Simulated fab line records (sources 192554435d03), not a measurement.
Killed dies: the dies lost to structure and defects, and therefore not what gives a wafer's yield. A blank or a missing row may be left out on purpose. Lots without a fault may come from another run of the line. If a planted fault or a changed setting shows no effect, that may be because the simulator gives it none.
The same fault as seen by 3 desks + flow n5Finfet + each desk holds nothing but its own numbers, with what lay behind them at the end

== THE DEFECT DESK ==
For each lot, the counts of the inspections along the route, averaged over the sampled wafers that have a number. A lot is out of limits, marked OUT, if its mean lies more than 4 standard deviations from the usual mean; the brackets give that distance.
Columns: A = rawDefectCount at N5_BEOL_M0_SAQP_INSPECT_42, usual 303
| lot  | first seen here | A   |
|------|-----------------|-----|
| L110 | day 6 13:07     | 242 |
| L114 | day 7 18:03     | 401 |
| L124 | day 10 05:17    | 319 |
| L126 | day 10 16:28    | 331 |
| L128 | day 11 09:09    | 184 |
Result from this desk: across the 5 lots, nothing is out of limits.

== FROM THE METROLOGY DESK ==
Means of the sampled wafers that have a number, per lot and without regard to the tool the lot ran on: this is what the gauges read. A lot is out of limits, marked OUT, if its mean lies more than 4 standard deviations from the usual mean; the brackets give that distance. Shown here are 7 of its 12 readings, the ones lying furthest out on some lot.
Columns: A = cdNm at N5_BEOL_M0_SAQP_CD_MEAS_40, usual 30.09 nm; B = M0_CUT1_OVL at N5_BEOL_M0_SAQP_OVL_MEAS_41, usual 0.1 nm; C = DIBL_N at N5_BEOL_M4_RC_MEAS_101, usual 36.6 mV/V; D = DIBL_P at N5_BEOL_M4_RC_MEAS_101, usual 37.1 mV/V; E = IOFF_P at N5_BEOL_M4_RC_MEAS_101, usual 0.23 nA/um; F = ION_P at N5_BEOL_M4_RC_MEAS_101, usual 467 uA/um; G = VT_P at N5_BEOL_M4_RC_MEAS_101, usual -249 mV
| lot  | first seen here | A     | B    | C    | D    | E    | F   | G    |
|------|-----------------|-------|------|------|------|------|-----|------|
| L110 | day 6 13:02     | 29.79 | -0.4 | 36.3 | 34.7 | 0.18 | 459 | -254 |
| L114 | day 7 17:58     | 30.32 | 0.5  | 37.4 | 37.6 | 0.23 | 464 | -249 |
| L124 | day 10 05:11    | 30.03 | 1.2  | 39.0 | 37.2 | 0.24 | 471 | -247 |
| L126 | day 10 16:23    | 29.82 | -0.7 | 36.6 | 37.6 | 0.27 | 475 | -244 |
| L128 | day 11 09:04    | 30.01 | -0.3 | 34.1 | 35.5 | 0.24 | 478 | -244 |
Result from this desk: across the 5 lots, nothing is out of limits.

== FOR THE TOOL OWNER'S DESK: rieDiel-05 ==
The tool's own readings at N5_BEOL_M0_SAQP_DESCUM_45 (chemistry O2, time 7 s): means of the sampled wafers that have a number, for each lot that ran on this tool. A lot is out of limits, marked OUT, if its mean lies more than 4 standard deviations from the usual mean; the brackets give that distance.
Columns: A = drypumpMotorCurrentA at N5_BEOL_M0_SAQP_DESCUM_45, usual 5.6 A; B = oesProductAu at N5_BEOL_M0_SAQP_DESCUM_45, usual 0.77 a.u.; C = rfVppV at N5_BEOL_M0_SAQP_DESCUM_45, usual 242.7 V; D = showerheadPlenumPTorr at N5_BEOL_M0_SAQP_DESCUM_45, usual 2.06 Torr; E = throttleValvePct at N5_BEOL_M0_SAQP_DESCUM_45, usual 20.4 %
| lot  | first seen here | A   | B    | C     | D    | E    |
|------|-----------------|-----|------|-------|------|------|
| L110 | day 6 13:09     | 5.7 | 0.71 | 242.7 | 2.04 | 20.6 |
| L114 | day 7 18:41     | 5.5 | 0.72 | 242.4 | 2.05 | 20.7 |
Result from this desk: across the 2 lots, nothing is out of limits.

== PUT TOGETHER ==
No out-of-limits result turned up at the defect desk.
At the metrology desk, nothing out of limits was observed.
The tool owner's desk saw nothing out of limits.

== WHAT THE SIMULATOR PUT IN ==
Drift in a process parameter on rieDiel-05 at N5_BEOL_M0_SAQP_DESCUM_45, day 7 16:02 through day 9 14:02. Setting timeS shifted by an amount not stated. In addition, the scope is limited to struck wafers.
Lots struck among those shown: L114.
